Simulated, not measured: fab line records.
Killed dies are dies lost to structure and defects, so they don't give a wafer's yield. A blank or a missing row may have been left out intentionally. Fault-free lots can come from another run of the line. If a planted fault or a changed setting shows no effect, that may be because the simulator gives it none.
Code-filled problem report in 8D (eight disciplines) form / flow nandHarc / the parts of the form that need people (team, actions taken, sign-off) are left out

## 1. WHAT IS WRONG
At NHARC_A_ONON_D2_THK_MEAS_11, thkNm averages 1585 nm over 6 wafers from 2 lots, while fault-free wafers read 997 nm, standard deviation 7.9. That puts it +74 standard deviations away from the usual mean.
The step: measures by ellipsometry.
Earliest sighting: wafer L120.1 on filmMetro-01 at day 17 00:19. Wafers with a number at this step in the record: 42, from 14 lots. The rule behind "out" and "out of limits": a value lying over 4 standard deviations away from the usual mean. The rest of the wafers with a number are treated as sound.

## 2. WHAT IT IS AND WHAT IT IS NOT
question=which readings at this step | is=thkNm | is not=-
question=which lots | is=L120, L122 | is not=L110, L112, L113, L121, L123, L127, L128, L129, L130, L131, L132, L133
question=which wafers of those lots | is=all that have a number | is not=-
question=read on which gauges | is=filmMetro-01 | is not=filmMetro-02
question=when | is=from day 17 00:19 | is not=up to then (9 sound wafers); but 27 sound wafers of L121, L123, L127, L128, L129, L130, L131, L132, L133 came after

## 3. SUSPECTS, AND WHAT RULES EACH OUT
Counting: a tool stays on the suspect list if, at a process step up to the reading, it processed all lots that are out and no sound lot following the first of them.
- the gauge at NHARC_A_ONON_D2_THK_MEAS_11: kept. All the wafers that are out were read on filmMetro-01, and no step on other tools shows them out.
- pecvdOnon-01 at NHARC_A_ONON_D2_DEP_09 (target thk 1000 nm): ruled out as a lasting fault. The sound lots L129, L131, L132, L133 went through it after L120, its earliest lot that is out (day 16 23:48).
The count leaves filmMetro-01 at NHARC_A_ONON_D2_THK_MEAS_11.

## 4. THE CAUSE (what the simulator had put in)
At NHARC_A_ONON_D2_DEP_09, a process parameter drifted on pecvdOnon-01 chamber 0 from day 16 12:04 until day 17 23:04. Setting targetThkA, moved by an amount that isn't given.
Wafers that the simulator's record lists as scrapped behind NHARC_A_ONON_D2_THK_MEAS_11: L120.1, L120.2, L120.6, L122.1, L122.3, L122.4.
Counting ruled it out, wrongly: the rule takes a fault to strike every lot that its tool runs from its start on, and this one did not.

## 5. SEQUENCE OF EFFECTS, ordered by route
Rows list readings where the struck wafers' mean (over those with a number) sits beyond 3 standard deviations from the usual. Scope: only readings with a usual standard deviation given in the record; hours: median across lots of the time from each lot's start at the first step in this table that gives one to its start at this step; sigmas: change in usual standard deviations.
hours=0; step=NHARC_A_ONON_D2_THK_MEAS_11; reading=thkNm; usual=997 nm; on struck wafers=1585; change=+588; sigmas=+74

## 6. HOW IT WOULD HAVE BEEN CAUGHT EARLIER
In this record the first reading out of limits at a measuring or inspecting step was taken at day 17 00:19, 12 hours after the fault began at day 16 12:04.
